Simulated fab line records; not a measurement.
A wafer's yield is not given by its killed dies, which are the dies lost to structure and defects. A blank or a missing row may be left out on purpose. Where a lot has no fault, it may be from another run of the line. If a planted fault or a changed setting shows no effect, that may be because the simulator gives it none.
A struck lot beside a sound one / flow nandHarc / 15 steps out of a route of 1159
Sound: these wafers, L916.3, L916.4, L916.5. Struck: wafer L911.4; the same lot's L911.1 was not struck, so it is left out; see the end for the cause.
Each step with rows lists, per side, the tool, then ch with its chambers, then its first start. Under that, the readings that differ: sound wafers / struck wafers / difference of the means / sigmas: that difference in standard deviations of wafers without a fault.
alike: same words and numbers on both sides, and readings whose means sit less than 2 such deviations apart. not compared: any withheld reading, any reading some wafer has no value for, any bound like >300 that may hide the same value, and any number with overlapping values for which the record gives no deviation.
A row with sigmas, a row that says differs or no value, or rows on one side alone: a step with any of these is where the two part. Numbers that have no deviation but don't overlap get no sigmas and don't part them. A reading missing from all wafers of one side parts the sides only when that side holds two or more wafers.

first, 6 steps without rows for these wafers: NHARC_A_CONTACT_COAT_36 (resist thk 90 nm); NHARC_A_CONTACT_SOFTBAKE_37 (time 55 s); NHARC_A_CONTACT_EBR_38; NHARC_A_CONTACT_EXPOSE_39 (exposes mask A CC 3); NHARC_A_CONTACT_PEB_40 (peb time 65 s); NHARC_A_CONTACT_DEVELOP_41 (develop time 35 s).
NHARC_A_CONTACT_CD_MEAS_42: the cd target is 200 nm.
  sound on cdSem-02 ch 0, day 21 22:29; struck on cdSem-03 ch 0, day 20 17:14
  alike: cdNm
NHARC_A_CONTACT_OVL_MEAS_43:
  struck on overlay-01, day 20 17:19; sound on overlay-01, day 21 22:34
reading=overlayYNm (nm); sound=-0.8 -1.4 -1.1; struck=1.2; difference=+2.3; sigmas=+3
  alike: overlayXNm
NHARC_A_CONTACT_INSPECT_44:
  struck on defectInspect-01, day 20 17:22; sound on defectInspect-01, day 21 22:36
reading=rawDefectCount; sound=11 11 11; struck=53; difference=+42; sigmas=+3
NHARC_A_CONTACT_DESCUM_47: chemistry O2, time 3 s.
  sound on rieDiel-08 ch 0,3, day 21 22:40; struck on rieDiel-06 ch 1, day 20 17:35
  alike: drypumpMotorCurrentA, o2FlowSccm, oesProductAu, rfVppV, showerheadPlenumPTorr, throttleValvePct
  not compared: rfHoursCounterH
NHARC_A_CONTACT_ETCH_48: etches the open film in CF4, target depth 39 nm, time 65 s.
  sound on rieDiel-08 ch 0,1,2, day 21 22:46; struck on rieDiel-06 ch 1, day 20 17:42
reading=throttleValvePct (%); sound=13.290 13.291 13.292; struck=13.264; difference=-0.027; sigmas=-3
  alike: drypumpMotorCurrentA, oesProductAu, rfVppV, showerheadPlenumPTorr
  not compared: rfHoursCounterH
NHARC_A_CONTACT_ETCH_49: etches the open film in N2/H2, target depth 260 nm, time 475.3 s.
  sound on rieDiel-08 ch 0,2,3; struck on rieDiel-06 ch 2
  alike: drypumpMotorCurrentA, oesProductAu, rfVppV, showerheadPlenumPTorr, throttleValvePct
  not compared: rfHoursCounterH
NHARC_A_CONTACT_ETCH_50: etches the open film in CF4/CHF3, target depth 84.7 nm, time 42.4 s.
  sound on rieDiel-08 ch 0,1,2, day 21 23:13; struck on rieDiel-06 ch 2, day 20 18:29
reading=oesProductAu (a.u.); sound=0.974 0.982 0.961; struck=0.828; difference=-0.144; sigmas=-7
reading=throttleValvePct (%); sound=16.803 16.795 16.784; struck=16.813; difference=+0.019; sigmas=+2
  alike: drypumpMotorCurrentA, rfVppV, showerheadPlenumPTorr
  not compared: rfHoursCounterH
NHARC_A_CONTACT_ETCH_51: etches the open film in O2/COS, target depth 3600 nm, time 936 s.
  sound on rieDiel-08 ch 0,2; struck on rieDiel-06 ch 1
  alike: drypumpMotorCurrentA, o2FlowSccm, oesProductAu, rfVppV, showerheadPlenumPTorr, throttleValvePct
  not compared: rfHoursCounterH
-- break in the record here, with 3 days between the starts of the struck wafers on either side (left off in module A_CONTACT, picked up again in module END, where the first step shown is number 1159 on the route) --
NHARC_END_SORT_01:
  here the record holds rows for the struck wafers (prober-02 ch 0, day 23 22:20) but none for the sound ones

## WHERE THEY PART
At NHARC_A_CONTACT_OVL_MEAS_43 first; at NHARC_END_SORT_01 last (within this record only).

WHY: whatever the simulator had introduced
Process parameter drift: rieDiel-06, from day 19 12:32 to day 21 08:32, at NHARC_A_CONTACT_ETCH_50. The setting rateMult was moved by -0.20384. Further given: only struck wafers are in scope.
